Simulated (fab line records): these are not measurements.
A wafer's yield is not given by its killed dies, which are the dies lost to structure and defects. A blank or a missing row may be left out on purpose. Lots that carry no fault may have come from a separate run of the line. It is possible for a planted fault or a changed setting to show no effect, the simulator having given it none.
fab line records	flow nandHarc
record lots=5	wafers=15	lastDay=32
route steps=1302 shown A_WL_FILL@959 END@1302
lots with no fault: from the same line, run without faults
startH: hours from the record's opening day to when the first of the lot's shown wafers began	waitH: how many hours have passed since the lot's step before this one	" identical to the entry in the row above	L1.1+2: several wafers, shown together as one row	- value missing, or start not given	* or withheld: withheld	< > ~ a bound
route shown NAME@n: NAME is a module with steps in the file, n the number in the route of the first one	usual: average and standard deviation across the fault-free wafers	same: alike in all rows	chamber/n: place in a boat	sites: per-site readings	_std_site: the standard deviation of these	_edge_site: outer sites' mean less inner sites'	radiusMm: how far each site lies from the wafer's centre	mask NAME#n: copy n	behind: the tool/chamber that last shaped the wafer	hold: what put the lot on hold/how long, in hours/how the hold closed	device: transistor that didn't switch, given as n, p or np	end of line: at the end of the route, the tests of the same wafers	where a step has no rows: the recipe by itself	killed: dies that structure and defects cost at the first sort, which is not the same as the wafer's yield	map: a wafer's dies, marking killed ones x, the rest . and places with no die _
set.NAME: the setting that was run; set.NAME@STEP: the one run at that earlier step	model.NAME: the simulator's own value behind a step, which no gauge read
lots at some steps of the route; a table a step, a row a wafer
services: the hour from which a tool's chamber was out of use, counted from the record's first day as startH (under 0 if before that day), plus the number of hours and why
## steps
# step NHARC_A_WL_FILL_STRIP_27
# recipe powerW=1500	tempC=250	timeS=20	chemistry=N2/H2
# usual drypumpMotorCurrentA=5.4/0.37	heaterPowerW=315/19
lot.wafer	tool	chamber	startH	waitH	drypumpMotorCurrentA	heaterPowerW	rfHoursCounterH
L232.1	plasmaAsher-02	0	462.88	0.1	4.9	306	2
L232.3	"	1	"	"	6.0	335	-
L232.6	"	1	"	"	6.0	350	-
L237.1	plasmaAsher-01	0	543.97	0.1	5.3	298	3
L237.4	"	0	"	"	5.3	289	-
L237.5	"	1	"	"	5.3	327	-
L239.2	plasmaAsher-01	1	544.28	0.1	5.3	332	3
L239.6	"	0	"	"	5.3	285	-
L239.5	"	1	"	"	5.3	330	-
L245.3	plasmaAsher-01	1	616.78	0.2	5.3	329	-
L245.5	"	0	"	"	5.3	290	-
L245.6	"	1	"	"	5.3	327	-
L250.2	plasmaAsher-01	0	671.95	0.1	5.3	291	29
L250.1	"	1	"	"	5.3	334	29
L250.3	"	1	"	"	5.3	333	-
# step NHARC_A_WL_FILL_STRIP_28
# recipe timeS=1200	tempC=72.5	chemistry=postEtchResidueRemover
# step NHARC_A_WL_FILL_PRECLEAN_06
# recipe timeS=300	chemistry=DIW
# step NHARC_A_WL_FILL_SRD_07
# step NHARC_A_WL_FILL_ANNEAL_08
# recipe tempC=450	timeS=1800
# step NHARC_A_WL_FILL_ALD_10
# recipe targetThkA=500	pulseTimeS=10	aldCycles=500	tempC=300	material=SiO2
# usual heaterPowerW=468/54	precursorPulseHeightRel=1.001/0.022
lot.wafer	tool	chamber	startH	waitH	heaterPowerW	precursorPulseHeightRel
L232.3	aldHk-02	1	467.36	0.0	482	1.012
L232.1	"	0	470.45	3.1	531	0.995
L232.6	"	1	471.48	4.2	474	0.985
L239.2	aldHk-03	2	548.84	0.1	450	1.036
L239.6	"	2	550.94	2.1	447	1.014
L239.5	"	3	"	"	382	1.016
L237.1	aldHk-02	1	549.35	0.6	512	1.038
L237.4	"	3	550.39	1.6	522	0.988
L237.5	"	1	551.42	2.6	513	1.010
L245.3	aldHk-02	0	625.27	1.1	519	1.001
L245.6	"	3	628.41	4.2	536	0.985
L245.5	"	0	629.45	5.3	522	1.025
L250.1	aldHk-03	1	677.33	0.1	486	1.041
L250.2	"	2	"	"	447	1.019
L250.3	"	3	"	"	366	0.996
# step NHARC_A_WL_FILL_ETCHBACK_16
# recipe targetDepthA=1200	timeS=24	c4f8FlowSccm=withheld	o2FlowSccm=8	arFlowSccm=withheld	rfW=600	biasW=800	chemistry=C4F8/O2/Ar
# usual oesProductAu=0.98/0.036	rfVppV=724/4.5
lot.wafer	tool	chamber	startH	waitH	oesProductAu	rfHoursCounterH	rfVppV
L232.3	rieDiel-05	2	-	-	0.99	3.6	724
L232.1	"	1	"	"	1.00	2.8	721
L232.6	"	2	"	"	0.99	-	723
L237.1	rieDiel-05	3	-	-	1.02	9.9	717
L237.4	"	2	"	"	1.00	8.8	723
L237.5	"	3	"	"	1.03	-	716
L239.2	rieDiel-01	3	-	-	0.99	4.1	719
L239.5	"	0	"	"	0.99	-	721
L239.6	"	1	"	"	1.00	-	729
L245.3	rieDiel-08	0	-	-	0.94	1.6	729
L245.6	"	3	"	"	0.95	-	726
L245.5	"	0	"	"	0.94	-	731
L250.3	rieDiel-05	2	-	-	1.03	3.5	723
L250.1	"	0	"	"	1.02	3.4	728
L250.2	"	1	"	"	1.01	3.8	720
# step NHARC_A_WL_FILL_STRIP_29
# recipe timeS=20	o2FlowSccm=500	arFlowSccm=0	biasW=0	chemistry=O2
# usual drypumpMotorCurrentA=5.6/0.54	oesProductAu=1.001/0.012	rfVppV=57.9/0.84	showerheadPlenumPTorr=3.57/0.15	throttleValvePct=17.037/0.0091
lot.wafer	tool	chamber	startH	waitH	drypumpMotorCurrentA	oesProductAu	rfHoursCounterH	rfVppV	showerheadPlenumPTorr	throttleValvePct
L232.1	rieDiel-05	1	475.20	0.1	5.3	1.005	2.8	57.4	3.45	17.055
L232.3	"	3	"	"	6.1	1.017	4.3	57.4	3.32	17.038
L232.6	"	2	"	"	5.1	0.996	-	58.9	3.52	17.035
L237.1	rieDiel-05	2	553.57	0.1	5.1	0.986	8.8	58.8	3.52	17.027
L237.4	"	1	"	"	5.3	1.003	7.8	57.2	3.44	17.053
L237.5	"	3	"	"	6.0	1.030	-	57.6	3.31	17.033
L239.2	rieDiel-01	1	553.63	0.1	5.4	1.001	4.7	59.0	3.77	17.030
L239.6	"	1	"	"	5.4	1.003	-	59.1	3.77	17.027
L239.5	"	2	"	"	6.2	0.997	-	58.6	3.68	17.033
L245.3	rieDiel-08	1	632.15	0.1	6.3	0.998	1.4	58.3	3.56	17.019
L245.5	"	1	"	"	6.3	0.994	-	59.5	3.56	17.022
L245.6	"	2	"	"	5.9	0.998	-	56.8	3.41	17.024
L250.1	rieDiel-05	1	682.02	0.1	5.3	1.013	3.8	57.7	3.44	17.052
L250.2	"	2	"	"	5.2	1.013	3.5	57.3	3.52	17.043
L250.3	"	3	"	"	6.1	1.023	2.9	57.9	3.31	17.029
# step NHARC_A_WL_FILL_ETCHBACK_17
# recipe targetDepthA=40	timeS=26.7	chemistry=Cl2/BCl3
# usual drypumpMotorCurrentA=5.5/0.41	oesProductAu=1.003/0.0099
lot.wafer	tool	chamber	startH	waitH	drypumpMotorCurrentA	oesProductAu	rfHoursCounterH
L232.1	rieMetal-02	0	475.29	-	5.4	1.017	0.2
L232.3	"	0	"	"	5.4	1.017	-
L232.6	"	0	"	"	5.4	1.008	-
L237.1	rieMetal-01	1	553.66	-	5.3	1.005	2.8
L237.4	"	0	"	"	5.9	1.004	-
L237.5	"	0	"	"	6.0	1.009	-
L239.2	rieMetal-03	0	553.72	-	4.8	0.990	0.7
L239.5	"	0	"	"	4.8	1.005	-
L239.6	"	1	"	"	5.2	1.007	-
L245.3	rieMetal-03	0	632.27	-	4.8	0.993	-
L245.5	"	0	"	"	4.8	0.989	-
L245.6	"	1	"	"	5.2	1.005	-
L250.1	rieMetal-03	0	682.11	-	4.8	1.003	2.4
L250.2	"	1	"	"	5.2	1.000	2.4
L250.3	"	0	"	"	4.8	0.995	-
# step NHARC_A_WL_FILL_PRECLEAN_18
# recipe timeS=30	chemistry=dHF
# step NHARC_A_WL_FILL_SRD_21
# step NHARC_A_WL_FILL_CVD_23
# recipe targetThkA=400	tempC=620	pressureMtorr=200	timeS=800	material=poly-Si
# usual tubeCenterTempC=620/0.055	zonePowerBottomPct=12.0/1.1
lot.wafer	tool	chamber	startH	waitH	tubeCenterTempC	zonePowerBottomPct
L232.1	lpcvdPoly-02	0	477.93	2.4	619.95	10.5
L232.3	"	0	"	"	620.04	10.5
L232.6	"	0	"	"	619.97	10.6
L237.1	lpcvdPoly-03	0	556.27	2.4	620.01	12.3
L237.4	"	0	"	"	620.1	12.1
L237.5	"	0	"	"	620.02	12.1
L239.2	lpcvdPoly-03	0	556.27	2.3	620.04	12.5
L239.5	"	0	"	"	620	12.2
L239.6	"	0	"	"	620.03	12.3
L245.3	lpcvdPoly-03	0	662.94	30.5	620.04	12.2
L245.5	"	0	"	"	620.1	12.2
L245.6	"	0	"	"	620.09	12.3
L250.1	lpcvdPoly-03	0	684.69	2.3	620.03	12.3
L250.2	"	0	"	"	619.93	12.3
L250.3	"	0	"	"	619.94	12.1
# step NHARC_A_WL_FILL_ETCHBACK_26
# recipe targetDepthA=520	timeS=13.3	hbrFlowSccm=150	rfW=350	icpW=350	biasW=60	chemistry=HBr
# step NHARC_END_SORT_01
# recipe tempC=25
# usual killedAtArray=56/18	killedAtOther=1.4/1.5	killedAtPeriphery=4/3.1	killedDies=61/19	killedOpen=3.5/1.8	killedShort=2.4/1.4
# same grossDies=677
lot.wafer	tool	chamber	startH	waitH	killedAtArray	killedAtOther	killedAtPeriphery	killedDies	killedOpen	killedShort
L245.3	prober-02	0	760.84	3.1	38	1	1	40	1	3
L245.5	prober-02	0	762.41	3.6	43	2	0	45	2	2
L245.6	prober-02	0	763.19	3.9	39	3	5	47	6	1
# killed by level:class
L245.3 A_CHANNEL_HOLE_D2:chamberFilmFlake=17 A_CHANNEL_HOLE_D1:chamberFilmFlake=8 A_SLIT:chamberFilmFlake=4 A_CONTACT:chamberFilmFlake=3 A_SOURCE_PLATE:geometricParticle:short=1 A_CHANNEL_FILL_D1:geometricParticle:open=1 A_CHANNEL_FILL_D1:geometricParticle:short=1 A_ONON_D2:geometricParticle:short=1
L245.5 A_CHANNEL_HOLE_D2:chamberFilmFlake=22 A_CHANNEL_HOLE_D1:chamberFilmFlake=11 A_SLIT:chamberFilmFlake=3 A_WL_FILL:geometricParticle:short=2 THIN_TSV:chamberFilmFlake=2 A_CHANNEL_FILL_D1:geometricParticle:open=1 A_M0:geometricParticle:open=1 A_CONTACT:chamberFilmFlake=1
L245.6 A_CHANNEL_HOLE_D2:chamberFilmFlake=20 A_CHANNEL_HOLE_D1:chamberFilmFlake=6 A_SLIT:chamberFilmFlake=5 THIN_TSV:chamberFilmFlake=2 P_CONTACT:geometricParticle:open=1 P_M0:geometricParticle:open=1 A_CHANNEL_FILL_D1:geometricParticle:short=1 A_DECK1_JOINT:geometricParticle:open=1
## services
tool	chamber	startH	hours	kind
rieDiel-08	2	439.03	7.0	repair
plasmaAsher-02	-	445.54	9.0	pm
rieMetal-02	-	454.00	9.0	pm
rieDiel-01	2	462.34	6.6	repair
rieDiel-08	0	464.14	3.6	repair
rieMetal-03	-	477.52	1.9	repair
plasmaAsher-01	-	519.00	9.0	pm
rieMetal-03	-	519.03	9.0	pm
aldHk-02	-	531.74	10.0	pm
rieDiel-08	-	544.80	9.0	pm
rieDiel-01	0	545.53	3.0	repair
rieDiel-01	-	557.80	9.0	pm
aldHk-02	-	565.07	0.7	repair
rieDiel-05	3	569.05	8.7	repair
aldHk-03	-	570.97	10.0	pm
rieDiel-05	-	583.62	9.0	pm
rieDiel-08	3	623.94	3.1	repair
rieDiel-08	1	634.71	13.2	repair
rieDiel-05	3	648.17	4.1	repair
rieDiel-01	1	657.98	3.2	repair
rieDiel-01	3	660.25	2.9	repair
rieDiel-01	1	663.52	6.5	repair
rieDiel-08	3	680.39	5.8	repair
rieMetal-03	1	684.42	3.8	repair
## key
firstSign step=NHARC_A_WL_FILL_CVD_23	reading=waitH	direction=changed
effect none on later readings
metAt NHARC_A_WL_FILL_CVD_23
struckWafers L245.3,L245.5,L245.6
testerLeftOut L245
fault kind=queueTimeViolation	tool=lpcvdPoly-01,lpcvdPoly-02,lpcvdPoly-03	chamber=0	onsetH=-	steps=NHARC_A_WL_FILL_CVD_23	delayHr=30	scope=struckLotsOnly
# testerLeftOut: of these lots the tester's yield and bins aren't shown, on N5 and GAA mostly nor the transistor test; their killed dies are dies lost to structure and defects alone, not to doping, threshold or leakage, so they don't give the yield
